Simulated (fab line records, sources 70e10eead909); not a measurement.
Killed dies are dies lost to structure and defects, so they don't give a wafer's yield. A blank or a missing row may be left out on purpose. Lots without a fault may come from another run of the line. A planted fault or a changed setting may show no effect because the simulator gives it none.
A struck lot beside a sound one | flow nand_harc | 14 steps out of a route of 1302
Sound: wafers L305.1, L305.4, L305.6. Struck: wafers L313.1, L313.2. (L313.6 of the same lot was not struck and is left out.) The cause comes at the end.
At each step with rows: each side's tool, then ch and its chambers, then its first start. Under that, the readings that differ: sound wafers | struck wafers | difference of the means | sigmas: that difference in standard deviations of wafers without a fault.
alike: readings whose means differ by less than 2 such deviations, and words and numbers that are the same on both sides. not compared: withheld readings, readings that some wafer has no value for, bounds like >300 that may hide the same value, and numbers for which the record gives no deviation and whose values overlap.
The two part at a step that has a row with sigmas, a row that says differs or no value, or rows on one side only. Numbers that don't overlap but have no deviation are shown without sigmas and don't part them. A reading that every wafer of one side lacks parts them only if that side has two wafers or more.

NHARC_P_M2_INSPECT_27:
  sound on defect_inspect-02, day 10 05:25; struck on defect_inspect-01, day 13 05:41
  alike: raw_defect_count
NHARC_P_M2_PRE_CLEAN_32: time 12 s.
  sound on pecvd-01 ch 0,1,2, day 10 05:31; struck on pecvd-01 ch 0,1, day 13 05:46
  alike: heater_power_w, susceptor_temp_C
NHARC_P_M2_DEP_33: deposits SiCN, target thk 30 nm.
  sound on pecvd-01 ch 0,1,2, day 10 05:39; struck on pecvd-01 ch 0,1, day 13 05:53
  alike: heater_power_w, susceptor_temp_C
NHARC_P_BONDPAD_DEP_00: deposits SiCN, target thk 250 nm.
  sound on pecvd-03 ch 0,1, day 10 06:04; struck on pecvd-03 ch 1,2, day 13 06:18
  alike: heater_power_w, susceptor_temp_C
NHARC_P_BONDPAD_CMP_32: polishes SiCN, target thk 200 nm.
  sound on cmp-03 ch 0,3, day 10 06:23; struck on cmp-03 ch 0,3, day 13 06:40
  alike: motor_current_A, retaining_ring_pressure_frac
NHARC_P_BONDPAD_THK_MEAS_33: measures by ellipsometry.
  sound on film_metro-02, day 10 06:38; struck on film_metro-02, day 13 06:55
  alike: thk_nm
then, 5 steps without rows for these wafers: NHARC_P_BONDPAD_SRD_34; NHARC_P_BONDPAD_DEHYDRATE_01 (time 120 s); NHARC_P_BONDPAD_HMDS_02 (time 30 s); NHARC_P_BONDPAD_COAT_36 (time 65 s); NHARC_P_BONDPAD_COAT_03 (resist thk 600 nm).
NHARC_P_BONDPAD_SOFTBAKE_04: time 70 s.
  sound on litho_track-03 ch 0, day 10 06:00; struck on litho_track-03 ch 0, day 13 07:00
  reading                  | sound             | struck      | difference | sigmas
  heater_power_total_W (W) | 202.6 198.9 199.4 | 219.4 222.8 | +20.8      | +16
then, 1 step without rows for these wafers: NHARC_P_BONDPAD_EBR_05.
-- the record jumps here: 19 days lie between the struck wafers' starts before and after (it left off in module P_BONDPAD and takes up again in module END, whose first step shown is number 1302 of the route) --
NHARC_END_SORT_01:
  sound on prober-01 ch 0, day 31 16:44; struck on prober-01 ch 0, day 32 08:20
  alike: defect_limited_yield, killed_at_array, killed_at_other, killed_at_periphery, killed_dies, killed_open, killed_short

WHERE THEY PART
Only at NHARC_P_BONDPAD_SOFTBAKE_04, within this record. Later steps at which nothing parts them and some readings are alike: NHARC_END_SORT_01.

WHY: what the simulator had put in
Process parameter drift: litho_track-03, from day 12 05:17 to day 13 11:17, at NHARC_P_BONDPAD_SOFTBAKE_04. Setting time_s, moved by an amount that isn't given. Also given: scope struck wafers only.
